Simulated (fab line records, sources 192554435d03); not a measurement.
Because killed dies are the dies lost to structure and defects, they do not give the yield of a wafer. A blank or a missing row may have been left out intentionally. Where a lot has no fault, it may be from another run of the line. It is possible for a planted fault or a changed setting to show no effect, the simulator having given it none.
Which tool did it? + flow n5_finfet + 11 lots, 33 wafers sampled, at 1 step of a route of 1938

== WHAT THE GAUGES SHOWED, per wafer ==
N5_FIN_CUT_CD_MEAS_08: the cd target is 29.1 nm.
| lot  | measured    | on        | cd_nm (nm)        |
|------|-------------|-----------|-------------------|
| L075 | day 2 09:25 | cd_sem-01 | 29.26 29.15 29.39 |
| L077 | day 2 20:02 | cd_sem-01 | 29.31 29.13 28.89 |
| L079 | day 3 10:00 | cd_sem-01 | 29.30 28.94 29.37 |
| L081 | day 3 21:53 | cd_sem-01 | 29.27 29.08 29.19 |
| L084 | day 4 15:47 | cd_sem-03 | 28.94 29.13 29.00 |
| L086 | day 5 03:05 | cd_sem-02 | 29.47 29.19 28.83 |
| L088 | day 5 19:13 | cd_sem-01 | 29.38 29.52 29.03 |
| L090 | day 6 04:47 | cd_sem-01 | 28.94 29.04 28.88 |
| L092 | day 6 17:57 | cd_sem-01 | 29.19 29.26 29.10 |
| L094 | day 7 03:31 | cd_sem-01 | 29.16 28.86 29.29 |
| L096 | day 7 15:14 | cd_sem-01 | 29.61 29.18 29.34 |

== EACH LOT AND THE TOOL THAT RAN IT (in order: tool; ch and the chambers of the sampled wafers; start) ==
No process step before these readings appears in the record.

== THE ANSWER, worked out from the rows above alone ==
Rule: the lots themselves supply what counts as usual. The widest of any qualifying gaps counts: lots, ordered by their means at a reading, are off when they make up no more than a third of the lots, leave a main group of 4 or more, and stand apart from it by 3 or more times the standard deviation of that group's means. If all means in a main group match to the digits the tables above print for the reading, that group is not used. A lot without any number at a reading at which 4 lots or more have one is off too. Any other lot the step has rows for is counted as sound.
Across all readings shown, no lot is off: no conclusion can be drawn from this.

== WHAT THE SIMULATOR HAD INSERTED ==
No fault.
